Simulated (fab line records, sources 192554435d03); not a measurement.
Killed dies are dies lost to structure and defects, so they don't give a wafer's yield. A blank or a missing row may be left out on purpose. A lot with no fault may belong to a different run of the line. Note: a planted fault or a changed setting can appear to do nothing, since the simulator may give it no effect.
Chamber matching -- flow n5 finfet -- 4 sister chambers for N5_BEOL_M6_STRIP_67 on rie diel-05
The step strips in CF4. 36 wafers are shown with their chamber, then 12 later ones without.

== WAFERS WITH THEIR CHAMBER ==
wafer,chamber,drypump motor current A (A),showerhead plenum p Torr (Torr),throttle valve pct (%)
L075.1,2,6.2,1.83,13.45
L075.2,1,5.1,1.75,13.25
L075.3,0,5.6,1.75,13.41
L075.4,0,5.6,1.75,13.40
L075.5,1,5.1,1.75,13.25
L075.6,2,6.2,1.83,13.43
L078.1,2,6.2,1.83,13.44
L078.2,1,5.1,1.75,13.23
L078.3,3,5.7,1.78,13.77
L078.4,0,5.6,1.75,13.41
L078.5,1,5.1,1.75,13.26
L078.6,2,6.2,1.83,13.44
L079.2,3,5.7,1.77,13.76
L079.4,0,5.7,1.75,13.43
L079.5,2,6.3,1.83,13.47
L080.3,2,6.2,1.83,13.47
L080.5,0,5.6,1.74,13.43
L080.6,1,5.1,1.75,13.27
L084.2,1,5.1,1.75,13.29
L084.3,2,6.2,1.83,13.49
L084.6,3,5.7,1.77,13.81
L083.2,2,6.2,1.83,13.51
L083.5,0,5.6,1.74,13.45
L083.6,1,5.1,1.75,13.30
L087.1,2,6.2,1.83,13.50
L087.3,3,5.7,1.77,13.80
L087.5,3,5.7,1.77,13.79
L086.1,1,5.1,1.74,13.31
L086.2,2,6.2,1.83,13.52
L086.3,3,5.7,1.77,13.79
L086.4,3,5.7,1.77,13.81
L086.5,1,5.1,1.74,13.29
L086.6,2,6.2,1.83,13.50
L089.1,1,5.1,1.74,13.32
L089.2,2,6.2,1.82,13.55
L089.3,0,5.7,1.74,13.47

SIGNATURES (averages over the wafers above)
reading,chamber 0,chamber 1,chamber 2,chamber 3,scatter within a chamber
drypump motor current A,5.629,5.100,6.208,5.700,0.0271
showerhead plenum p Torr,1.7457,1.7470,1.8292,1.7714,0.00418
throttle valve pct,13.4286,13.2770,13.4808,13.7900,0.03
Rule: distance of a wafer from a chamber = root of the sum over the readings of ((wafer's reading minus chamber's mean) / reading's scatter) squared. If the next closest chamber is less than 2 further off than the closest, the wafer can't be placed; otherwise it belongs to the closest. How the scatter is found: for the shown wafers, subtract from each reading the mean of its chamber, square and add these, divide the total by (wafers less chambers), then take the root.

== WAFERS WHOSE CHAMBER IS MISSING ==
wafer,drypump motor current A (A),showerhead plenum p Torr (Torr),throttle valve pct (%)
L089.4,5.1,1.74,13.32
L089.5,5.7,1.74,13.47
L089.6,6.3,1.82,13.54
L091.2,5.1,1.74,13.34
L091.4,5.7,1.77,13.27
L091.5,5.7,1.77,13.26
L093.1,5.6,1.74,13.49
L093.3,5.7,1.77,13.27
L093.6,5.1,1.74,13.35
L096.3,5.7,1.76,13.30
L096.4,5.1,1.73,13.37
L096.5,5.6,1.73,13.51

== EACH ONE'S CHAMBER ==
wafer,from the rows above,in truth
L089.4,1,1
L089.5,0,0
L089.6,2,2
L091.2,1,1
L091.4,0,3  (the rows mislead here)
L091.5,0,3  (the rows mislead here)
L093.1,0,0
L093.3,0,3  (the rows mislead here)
L093.6,1,1
L096.3,0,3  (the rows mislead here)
L096.4,1,1
L096.5,0,0
Correctly placed: 8 of 12. Not placeable from these rows: 0. Number placed wrongly: 4.
